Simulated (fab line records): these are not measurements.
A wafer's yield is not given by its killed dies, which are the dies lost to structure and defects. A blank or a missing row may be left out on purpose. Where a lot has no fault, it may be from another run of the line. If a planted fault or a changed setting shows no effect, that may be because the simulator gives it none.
Matching of chambers + flow n5-finfet + 4 sister chambers for N5_PMOS_HMC_CHANNEL_EPI_ETCH_38 on rie-si-02
The step etches SiO2 in CF4, target depth 1.5 nm. 24 wafers are shown with their chamber, then 12 later ones without.

## WAFERS PAIRED WITH THEIR CHAMBERS
| wafer  | chamber | throttle-valve-pct (%) | drypump-motor-current-A (A) | oes-product-au (a.u.) |
|--------|---------|------------------------|-----------------------------|-----------------------|
| L074.1 | 1       | 21.68                  | 5.6                         | 1.017                 |
| L074.3 | 2       | 21.79                  | 6.3                         | 1.014                 |
| L074.6 | 2       | 21.79                  | 6.3                         | 1.027                 |
| L079.1 | 2       | 21.79                  | 6.3                         | 1.022                 |
| L079.4 | 3       | 22.12                  | 5.4                         | 0.993                 |
| L079.6 | 0       | 21.72                  | 5.6                         | 1.024                 |
| L081.1 | 1       | 21.67                  | 5.6                         | 1.007                 |
| L081.3 | 0       | 21.71                  | 5.7                         | 1.027                 |
| L081.4 | 3       | 22.12                  | 5.4                         | 0.992                 |
| L083.2 | 3       | 22.13                  | 5.4                         | 0.997                 |
| L083.4 | 1       | 21.67                  | 5.6                         | 1.010                 |
| L083.6 | 2       | 21.80                  | 6.3                         | 1.015                 |
| L084.1 | 2       | 21.79                  | 6.3                         | 1.028                 |
| L084.4 | 1       | 21.67                  | 5.6                         | 1.017                 |
| L084.6 | 3       | 22.14                  | 5.3                         | 1.006                 |
| L086.1 | 3       | 22.12                  | 5.4                         | 0.999                 |
| L086.5 | 0       | 21.72                  | 5.7                         | 1.026                 |
| L086.6 | 1       | 21.67                  | 5.6                         | 1.014                 |
| L089.2 | 1       | 21.67                  | 5.5                         | 0.998                 |
| L089.3 | 3       | 22.12                  | 5.4                         | 1.002                 |
| L089.6 | 3       | 22.13                  | 5.4                         | 0.991                 |
| L090.3 | 0       | 21.70                  | 5.6                         | 1.025                 |
| L090.4 | 3       | 22.12                  | 5.4                         | 0.995                 |
| L090.5 | 3       | 22.12                  | 5.3                         | 0.999                 |

SIGNATURES (averages over the wafers above)
| reading                 | chamber 0 | chamber 1 | chamber 2 | chamber 3 | scatter within a chamber |
|-------------------------|-----------|-----------|-----------|-----------|--------------------------|
| throttle-valve-pct      | 21.7125   | 21.6717   | 21.7920   | 22.1244   | 0.00656                  |
| drypump-motor-current-A | 5.650     | 5.583     | 6.300     | 5.378     | 0.0412                   |
| oes-product-au          | 1.02550   | 1.01050   | 1.02120   | 0.99711   | 0.00564                  |
Rule: for a wafer and a chamber, the distance is found by dividing, reading by reading, the gap between the wafer's reading and the chamber's mean by the reading's scatter, squaring, summing and taking the root. The wafer belongs to the nearest chamber; if the next one is less than 2 further off, it can't be placed. The scatter: take each reading less its chamber's mean, square it, sum over the shown wafers, divide by the number of wafers less the number of chambers, and take the root.

## WAFERS WHOSE CHAMBER IS MISSING
| wafer  | throttle-valve-pct (%) | drypump-motor-current-A (A) | oes-product-au (a.u.) |
|--------|------------------------|-----------------------------|-----------------------|
| L092.1 | 21.79                  | 6.4                         | 1.015                 |
| L092.2 | 22.13                  | 5.3                         | 0.990                 |
| L092.6 | 21.68                  | 5.6                         | 1.003                 |
| L093.1 | 22.13                  | 5.4                         | 0.996                 |
| L093.4 | 21.71                  | 5.6                         | 1.031                 |
| L093.6 | 21.79                  | 6.4                         | 1.014                 |
| L096.2 | 22.14                  | 5.4                         | 0.998                 |
| L096.4 | 21.71                  | 5.7                         | 1.026                 |
| L096.5 | 21.79                  | 6.3                         | 1.023                 |
| L097.2 | 21.80                  | 6.3                         | 1.016                 |
| L097.3 | 21.73                  | 5.6                         | 1.025                 |
| L097.6 | 21.67                  | 5.6                         | 0.999                 |

## CHAMBER TAKEN BY EACH
| wafer  | from the rows above | in truth |
|--------|---------------------|----------|
| L092.1 | 2                   | 2        |
| L092.2 | 3                   | 3        |
| L092.6 | 1                   | 1        |
| L093.1 | 3                   | 3        |
| L093.4 | 0                   | 0        |
| L093.6 | 2                   | 2        |
| L096.2 | 3                   | 3        |
| L096.4 | 0                   | 0        |
| L096.5 | 2                   | 2        |
| L097.2 | 2                   | 2        |
| L097.3 | 0                   | 0        |
| L097.6 | 1                   | 1        |
Correct placement for 12 of the 12. Number that these rows cannot place: 0. 0 placed wrongly.
